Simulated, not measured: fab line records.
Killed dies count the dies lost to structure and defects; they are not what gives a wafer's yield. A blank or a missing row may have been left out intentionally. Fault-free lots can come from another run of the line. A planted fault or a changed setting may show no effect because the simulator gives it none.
Problem report in the 8D (eight disciplines) form, filled by code	flow n5 finfet	the parts of the form that need people (team, actions taken, sign-off) are left out

1. THE PROBLEM
Wafers without a fault read 87.8 s, standard deviation 0.36; run length s at N5_BEOL_M1_VIA_ETCH_34 reads a mean of 73.5 s on 2 wafers belonging to 2 lots. Measured from the usual mean, that is -40 standard deviations.
The step: etches the open film in C4F6/O2, target depth 67.8 nm, time 64.4 s.
First seen on wafer L934.2, day 6 17:46, on rie diel-04. The record has a number at this step for 17 wafers belonging to 6 lots. By rule, "out" or "out of limits" means more than 4 standard deviations away from the usual mean. Any other wafer with a number is counted as sound.

2. WHAT IT IS, WHAT IT ISN'T
question	is	is not
which readings at this step	run length s	chamber pressure mTorr, drypump motor current A, mfc ar sccm, oes product au, rf vpp V, showerhead plenum p Torr, throttle valve pct
which lots	L934, L935	L933, L939, L947, L950
which wafers of those lots	L934.2, L935.6	L934.1, L934.5, L935.5
read on which tools	rie diel-04	rie diel-06
when	from day 6 17:46	up to then (5 sound wafers); but 10 sound wafers of L935, L939, L947, L950 came after

3. SUSPECTS, AND WHAT RULES EACH OUT
Counting: if a tool at a process step up to the reading ran every lot that is out, it stays a suspect. Sound lots after the first of them don't rule it out here, since some wafers of a struck lot are sound.
- rie diel-04 at N5_BEOL_M1_ETCH_70 (etches SOC in N2/H2, target depth 80 nm, overetch 16 nm, time 120 s): kept. It ran every lot that is out, first L934 (day 6 17:40); its last sound lot up to then is L933 (day 6 17:17).
- rie diel-04 at N5_BEOL_M1_VIA_ETCH_34 (etches the open film in C4F6/O2, target depth 67.8 nm, time 64.4 s): kept. It ran every lot that is out, first L934 (day 6 17:46); its last sound lot up to then is L933 (day 6 17:24). Its own readings are out on those wafers: run length s.
What counting leaves: rie diel-04 at N5_BEOL_M1_ETCH_70 and rie diel-04 at N5_BEOL_M1_VIA_ETCH_34.

4. THE CAUSE (what the simulator had put in)
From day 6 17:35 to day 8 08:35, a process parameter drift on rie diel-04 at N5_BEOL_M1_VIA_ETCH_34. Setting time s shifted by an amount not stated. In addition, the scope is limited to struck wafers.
This tool is one of the 2 suspects left after counting.

5. THE CHAIN OF EFFECTS, in route order
Each row: a reading where the mean over the struck wafers with a number is more than 3 standard deviations away from the usual. Scope: only readings with a usual standard deviation given in the record; hours: median across lots of the time from each lot's start at the first step in this table that gives one to its start at this step; sigmas: change in usual standard deviations.
hours	step	reading	usual	on struck wafers	change	sigmas
0	N5_BEOL_M1_VIA_ETCH_34	run length s	87.8 s	73.5	-14.3	-40
Here are the process steps it includes:
- N5_BEOL_M1_VIA_ETCH_34: etches the open film in C4F6/O2, target depth 67.8 nm, time 64.4 s.
Readings that are blank on the struck wafers while sound wafers have them: rf fwd power W at N5_BEOL_M1_VIA_ETCH_34.
At these later measuring or inspecting steps, every struck wafer for which the step has a row has a number for every such reading, and none has moved that far: N5_BEOL_M4_RC_MEAS_101.

6. HOW IT WOULD HAVE BEEN CAUGHT EARLIER
0 hours passed between the start of the fault at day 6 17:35 and the first reading out of limits in this record, taken at day 6 17:46.
